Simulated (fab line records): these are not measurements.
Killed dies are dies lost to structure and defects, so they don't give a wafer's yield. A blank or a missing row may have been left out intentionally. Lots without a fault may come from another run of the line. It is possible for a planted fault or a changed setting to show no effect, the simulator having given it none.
Struck lot and sound lot, side by side / flow n5_finfet / 16 out of 1938 route steps
Sound: the wafers L668.3, L668.4, L668.6. Wafers L670.1, L670.3, L670.5 were the ones struck. The cause is given at the end.
At each step with rows: each side's tool, then ch and its chambers, then its first start. Under that, the readings that differ: sound wafers / struck wafers / difference of the means / sigmas: that difference in standard deviations of wafers without a fault.
alike: same words and numbers on both sides, and readings whose means sit less than 2 such deviations apart. not compared: any withheld reading, any reading some wafer has no value for, any bound like >300 that may hide the same value, and any number with overlapping values for which the record gives no deviation.
Wherever a step has rows on one side only, a row that says differs or no value, or a row with sigmas, the two part there. Numbers that have no deviation but don't overlap get no sigmas and don't part them. A reading missing from all wafers of one side parts the sides only when that side holds two or more wafers.

first, 10 steps without rows for these wafers: N5_BEOL_M4_DESCUM_33 (chemistry O2, time 7 s); N5_BEOL_M4_ETCH_77 (etches underlayer in N2/H2, target depth 6.5 nm, time 5.2 s); N5_BEOL_M4_ETCH_69 (etches SiARC in CF4, target depth 15.6 nm, time 26 s); N5_BEOL_M4_ALD_98 (deposits SiO2, target thk 2.5 nm, pulse time 1 s, co reactant pulse time 1 s); N5_BEOL_M4_ETCHBACK_99 (etches SiO2 in CHF3, target depth 5 nm, time 10.4 s); N5_BEOL_M4_ETCH_70 (etches SOC in N2/H2, target depth 80 nm, overetch 24 nm, time 130 s); N5_BEOL_M4_STRIP_71 (strips in N2/H2); N5_BEOL_M4_STRIP_78 (strips in N2/H2); N5_BEOL_M4_VIA_ETCH_34 (etches the open film in C4F6/O2, target depth 69.4 nm, time 65.9 s); N5_BEOL_M4_STRIP_83 (strips in C4F6/O2).
N5_BEOL_M4_STRIP_36: strips in N2/H2.
  sound on rie_diel-05 ch 0,1,3, day 10 02:47; struck on rie_diel-01 ch 1,2,3, day 10 09:21
  no value came back on the struck wafers for any of 7 readings (bias_power_w (W), chamber_pressure_mTorr (mTorr) and others); on the sound wafers bias_power_w (W) reads 6.965 6.986 7.017
reading=model.SOC_of_BEOL_M4_COAT_67.thk_nm (nm); sound=0 0 0; struck=52 52.2 51.8; difference=+52; sigmas=
  not compared: rf_hours_counter_h
then, 1 step without rows for these wafers: N5_BEOL_M4_TRENCH_ETCH_37 (etches SiOC in C4F6/O2, target depth 55.555 nm, time 29.2 s).
N5_BEOL_M4_ETCH_41: etches SiCN in CH3F/O2, target depth 29.9 nm, time 52.5 s.
  sound on rie_diel-05 ch 0,1,3; struck on rie_diel-01 ch 1,2,3, day 10 09:25
reading=model.SOC_of_BEOL_M4_COAT_67.thk_nm (nm); sound=0 0 0; struck=35.8 36 35; difference=+35.6; sigmas=
  alike: O2_flow_sccm, drypump_motor_current_A, oes_product_au, rf_vpp_V, showerhead_plenum_p_Torr, throttle_valve_pct
  not compared: rf_hours_counter_h
then, 1 step without rows for these wafers: N5_BEOL_M4_STRIP_97 (strips in N2/H2, time 10 s).
N5_BEOL_M4_RC_MEAS_101:
  the record has rows for the sound wafers here (prober-01 ch 0, day 10 07:38) and none for the struck ones
-- here the record skips 5 days between the struck wafers' starts before and after, leaving off in module BEOL_M4 and picking up in module PASSIVATION (first step shown: number 1936 of the route) --
N5_PASSIVATION_PROBE_49:
  only the struck wafers here have rows in the record (prober-01, day 15 13:19); the sound ones have none

== WHERE THEY PART ==
Earliest at N5_BEOL_M4_STRIP_36; latest, in this record, at N5_PASSIVATION_PROBE_49.

WHY: what had been put in by the simulator
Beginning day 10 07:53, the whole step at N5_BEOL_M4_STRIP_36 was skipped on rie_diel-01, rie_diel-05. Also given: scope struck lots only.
